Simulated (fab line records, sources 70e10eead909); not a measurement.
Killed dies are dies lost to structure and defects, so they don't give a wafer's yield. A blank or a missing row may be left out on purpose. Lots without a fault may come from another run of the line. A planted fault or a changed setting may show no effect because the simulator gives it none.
A struck lot beside a sound one | flow nand_harc | 15 steps out of a route of 1302
Sound: wafers L727.1, L727.2, L727.3. Struck: wafer L741.6. (L741.2 of the same lot was not struck and is left out.) The cause comes at the end.
At each step with rows: each side's tool, then ch and its chambers, then its first start. Under that, the readings that differ: sound wafers | struck wafers | difference of the means | sigmas: that difference in standard deviations of wafers without a fault.
alike: readings whose means differ by less than 2 such deviations, and words and numbers that are the same on both sides. not compared: withheld readings, readings that some wafer has no value for, bounds like >300 that may hide the same value, and numbers for which the record gives no deviation and whose values overlap.
The two part at a step that has a row with sigmas, a row that says differs or no value, or rows on one side only. Numbers that don't overlap but have no deviation are shown without sigmas and don't part them. A reading that every wafer of one side lacks parts them only if that side has two wafers or more.

NHARC_A_ONON_D2_THK_MEAS_02: measures by ellipsometry.
  sound on film_metro-02, day 12 04:41; struck on film_metro-01, day 18 12:42
  alike: thk_nm
then, 1 step without rows for these wafers: NHARC_A_ONON_D2_DEP_03 (target thk 1000 nm).
NHARC_A_ONON_D2_THK_MEAS_05: measures by ellipsometry.
  sound on film_metro-01, day 12 05:15; struck on film_metro-02, day 18 13:16
  alike: thk_nm
then, 1 step without rows for these wafers: NHARC_A_ONON_D2_DEP_06 (target thk 1000 nm).
NHARC_A_ONON_D2_THK_MEAS_08: measures by ellipsometry.
  sound on film_metro-02, day 12 05:49; struck on film_metro-02, day 18 13:50
  alike: thk_nm
then, 1 step without rows for these wafers: NHARC_A_ONON_D2_DEP_09 (target thk 1000 nm).
NHARC_A_ONON_D2_THK_MEAS_11: measures by ellipsometry.
  sound on film_metro-01, day 12 06:23; struck on film_metro-01, day 18 14:25
  alike: thk_nm
then, 1 step without rows for these wafers: NHARC_A_ONON_D2_DEP_12 (target thk 1000 nm).
NHARC_A_ONON_D2_THK_MEAS_14: measures by ellipsometry.
  sound on film_metro-02, day 12 06:57; struck on film_metro-02, day 18 14:58
  alike: thk_nm
then, 2 steps without rows for these wafers: NHARC_A_ONON_D2_ANNEAL_15 (time 3600 s); NHARC_A_ONON_D2_DEP_16 (target thk 1000 nm).
NHARC_A_ONON_D2_THK_MEAS_18: measures by ellipsometry.
  sound on film_metro-02, day 12 17:07; struck on film_metro-01, day 18 22:43
  alike: thk_nm
NHARC_A_ONON_D2_DEP_19: target thk 1000 nm.
  sound on pecvd_onon-02 ch 0, day 12 17:11; struck on pecvd_onon-01 ch 0, day 18 22:49
  alike: n2_flow_sccm
NHARC_A_ONON_D2_THK_MEAS_21: measures by ellipsometry.
  sound on film_metro-01, day 12 17:43; struck on film_metro-01, day 18 23:17
  reading     | sound       | struck | difference | sigmas
  thk_nm (nm) | 980 979 981 | 1078   | +98        | +9
then, 1 step without rows for these wafers: NHARC_A_ONON_D2_DEP_22 (target thk 1000 nm).

WHERE THEY PART
Only at NHARC_A_ONON_D2_THK_MEAS_21, within this record.

WHY: what the simulator had put in
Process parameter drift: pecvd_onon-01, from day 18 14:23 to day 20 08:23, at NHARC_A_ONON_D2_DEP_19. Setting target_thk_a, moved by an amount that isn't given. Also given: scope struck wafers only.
